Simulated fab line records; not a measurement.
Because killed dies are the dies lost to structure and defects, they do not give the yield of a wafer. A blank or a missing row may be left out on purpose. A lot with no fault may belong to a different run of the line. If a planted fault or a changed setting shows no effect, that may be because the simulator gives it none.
A struck lot beside a sound one / flow nandHarc / 14 steps out of a route of 1302
Sound: the wafers L359.1, L359.4, L359.6. Struck: wafer L366.2; the same lot's L366.3 was not struck, so it is left out; see the end for the cause.
For every step that has rows: the tool of each side, followed by ch and its chambers, followed by its first start. Under that, the readings that differ: sound wafers / struck wafers / difference of the means / sigmas: that difference in standard deviations of wafers without a fault.
alike: readings whose means differ by less than 2 such deviations, and words and numbers that are the same on both sides. not compared: withheld readings, readings that some wafer has no value for, bounds like >300 that may hide the same value, and numbers for which the record gives no deviation and whose values overlap.
A row with sigmas, a row that says differs or no value, or rows on one side alone: a step with any of these is where the two part. Numbers that have no deviation but don't overlap get no sigmas and don't part them. A reading missing from all wafers of one side parts the sides only when that side holds two or more wafers.

NHARC_A_ZERO_WELL_INSPECT_17:
  struck on defectInspect-02, day 10 10:35; sound on defectInspect-02, day 7 06:25
reading=rawDefectCount; sound=7 6 5; struck=17; difference=+11; sigmas=+2
then, 3 steps without rows for these wafers: NHARC_A_SOURCE_PLATE_PRECLEAN_00 (cleans in HF-LAST, time 60 s); NHARC_A_SOURCE_PLATE_SRD_01; NHARC_A_SOURCE_PLATE_OXIDE_02 (material SiO2, target thk 10 nm, ox time 1362 s).
NHARC_A_SOURCE_PLATE_THK_MEAS_09: measures by ellipsometry.
  struck on filmMetro-02, day 10 20:42; sound on filmMetro-01, day 7 15:09
reading=thkNm (nm); sound=9.9 8.2 10.5; struck=11.5; difference=+2.0; sigmas=+2
then, 3 steps without rows for these wafers: NHARC_A_SOURCE_PLATE_PVD_04 (deposits WSi2, target thk 50 nm); NHARC_A_SOURCE_PLATE_CVD_03 (deposits poly-Si, target thk 200 nm, time 4000 s); NHARC_A_SOURCE_PLATE_ANNEAL_05 (time 1800 s).
NHARC_A_SOURCE_PLATE_THK_MEAS_06: measures by ellipsometry.
  struck on filmMetro-02, day 11 09:11; sound on filmMetro-01, day 8 07:04
  alike: thkNm
NHARC_A_SOURCE_PLATE_INSPECT_08:
  struck on defectInspect-02, day 11 09:14; sound on defectInspect-01, day 8 07:08
  alike: rawDefectCount
NHARC_A_ONON_D1_DEP_00: target thk 1000 nm.
  sound on pecvdOnon-03 ch 0, day 8 07:11; struck on pecvdOnon-03 ch 0, day 11 09:22
reading=susceptorTempC (C); sound=400.02 399.88 399.81; struck=400.49; difference=+0.59; sigmas=+3
NHARC_A_ONON_D1_THK_MEAS_02: measures by ellipsometry.
  struck on filmMetro-02, day 11 09:49; sound on filmMetro-01, day 8 07:43
reading=thkNm (nm); sound=1005 1003 1006; struck=638; difference=-367; sigmas=-50
then, no rows for these wafers at 1 step: NHARC_A_ONON_D1_DEP_03 (target thk 1000 nm).
-- record jumps: 17 days between struck wafers' starts before vs after; left off in module A_ONON_D1, resumes in module END, first step shown is number 1302 of the route --
NHARC_END_SORT_01:
  sound on prober-01 ch 0, day 25 09:14; struck on prober-02 ch 0, day 27 23:51
reading=killedAtArray; sound=74 76 71; struck=676; difference=+602; sigmas=+35
reading=killedDies; sound=78 79 74; struck=677; difference=+600; sigmas=+38
  alike: killedAtOther, killedAtPeriphery, killedOpen, killedShort

== WHERE THEY PART ==
At NHARC_A_ZERO_WELL_INSPECT_17 first; at NHARC_END_SORT_01 last (within this record only).

WHY: what had been put in by the simulator
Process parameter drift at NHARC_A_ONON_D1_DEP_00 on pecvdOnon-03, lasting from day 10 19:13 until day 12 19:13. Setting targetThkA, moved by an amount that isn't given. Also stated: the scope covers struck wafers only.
